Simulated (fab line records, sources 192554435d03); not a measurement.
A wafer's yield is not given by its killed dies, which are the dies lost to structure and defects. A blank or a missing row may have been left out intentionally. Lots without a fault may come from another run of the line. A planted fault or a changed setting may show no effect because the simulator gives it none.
Matching of chambers | flow n5Finfet | rieDiel-02 running N5_BEOL_M8_DESCUM_16: 4 sister chambers
The step chemistry O2, time 7.9 s. 4 wafers are shown with their chamber, then 7 later ones without.

== WAFERS WITH THEIR CHAMBER ==
wafer  | chamber | showerheadPlenumPTorr (Torr)
L086.1 | 3       | 2.11
L086.2 | 2       | 2.14
L088.2 | 1       | 2.14
L088.5 | 0       | 1.97

== WAFERS MISSING THEIR CHAMBER ==
wafer  | showerheadPlenumPTorr (Torr)
L088.6 | 2.11
L094.4 | 1.97
L094.5 | 2.13
L094.6 | 2.13
L095.2 | 2.13
L095.4 | 2.13
L095.5 | 1.97

== EACH ONE'S CHAMBER ==
wafer  | from the rows above          | in truth
L088.6 | 3                            | 3
L094.4 | 0                            | 0
L094.5 | can't be placed: 1 or 2 or 3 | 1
L094.6 | can't be placed: 1 or 2 or 3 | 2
L095.2 | can't be placed: 1 or 2 or 3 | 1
L095.4 | can't be placed: 1 or 2 or 3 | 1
L095.5 | 0                            | 0
Correct placement for 3 of the 7. From these rows, 4 cannot be placed; in 4 the true chamber is one of the candidates. Number placed wrongly: 0.
How it was worked out, from the rows above alone: a wafer's distance from a chamber is the root of the sum, over the readings, of the square of ((its reading less the chamber's mean) divided by the reading's scatter). If the next closest chamber is less than 2 further off than the closest, the wafer can't be placed; otherwise it belongs to the closest. The mean given for a chamber averages the wafers shown for that chamber. The scatter: root of mean squared gap, hidden wafer to nearest shown wafer, with one shown wafer a chamber.
